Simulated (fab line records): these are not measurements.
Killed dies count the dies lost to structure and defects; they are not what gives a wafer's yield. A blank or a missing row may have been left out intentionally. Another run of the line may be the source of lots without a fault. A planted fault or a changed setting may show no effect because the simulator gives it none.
Problem report in the 8D (eight disciplines) form, filled by code -- flow nand harc -- the parts of the form that need people (team, actions taken, sign-off) are left out

## 1. WHAT WENT WRONG
Wafers without a fault read 290, standard deviation 84; raw defect count at NHARC_A_CHANNEL_HOLE_D2_INSPECT_40 reads a mean of 724 on 6 wafers belonging to 2 lots. Relative to the usual mean, that is a shift of +5.2 standard deviations.
Earliest sighting: wafer L687.1 on defect inspect-01 at day 17 21:16. At this step, 36 wafers from 12 lots have a number in the record. Rule for "out", or "out of limits": more than 4 standard deviations from the usual mean. Any other wafer with a number is counted as sound.

## 2. WHAT IT IS, WHAT IT ISN'T
question,is,is not
which readings at this step,raw defect count,-
which lots,"L687, L688","L677, L678, L681, L682, L683, L684, L685, L691, L698, L699"
which wafers of those lots,all that have a number,-
read on which gauges,"defect inspect-01, defect inspect-02",-
when,from day 17 21:16,"up to then (21 sound wafers); but 9 sound wafers of L691, L698, L699 came after"

## 3. SUSPECTS, AND WHAT RULES EACH OUT
Counting: a tool stays on the suspect list if, at a process step up to the reading, it processed all lots that are out and no sound lot following the first of them.
- the gauge at NHARC_A_CHANNEL_HOLE_D2_INSPECT_40 is ruled out. Those wafers that are out were read across 2 gauges (defect inspect-01, defect inspect-02).
- rie diel-06 at NHARC_A_CHANNEL_HOLE_D2_ETCH_39 (etches the open film in N2/H2, target depth 260 nm, time 325 s): ruled out as a lasting fault. Following L687 (day 17 14:16), the first lot on it that is out, the sound lots L698, L699 were run on it.
Left after counting: nothing in the record.

## 4. THE CAUSE (what the simulator had put in)
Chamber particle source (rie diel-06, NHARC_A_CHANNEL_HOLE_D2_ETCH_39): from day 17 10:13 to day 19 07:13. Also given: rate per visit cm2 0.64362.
Counting ruled it out, wrongly: the rule takes a fault to strike every lot that its tool runs from its start on, and this one did not.

## 5. THE EFFECT CHAIN, in route order
Each row: a reading whose mean over the struck wafers that have a number lies more than 3 standard deviations from the usual. Only readings for which the record gives a usual standard deviation are gone through. hours: the time from each lot's start at the first step in this table that gives one to its start at this step, as a median over the lots. sigmas: the change in usual standard deviations.
hours,step,reading,usual,on struck wafers,change,sigmas
0,NHARC_A_CHANNEL_HOLE_D2_INSPECT_40,raw defect count,290,724,+434,+5.2
284,NHARC_END_SORT_01,killed dies,61,110,+49,+3.1

## 6. WHAT WOULD HAVE CAUGHT IT SOONER
11 hours passed between the start of the fault at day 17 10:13 and the first reading out of limits at a measuring or inspecting step in this record, taken at day 17 21:16.
Of the tool readings at NHARC_A_CHANNEL_HOLE_D2_ETCH_39 for which the record gives a usual standard deviation, none was out on any struck wafer, so an alarm limit of 4 standard deviations on them would not have fired.
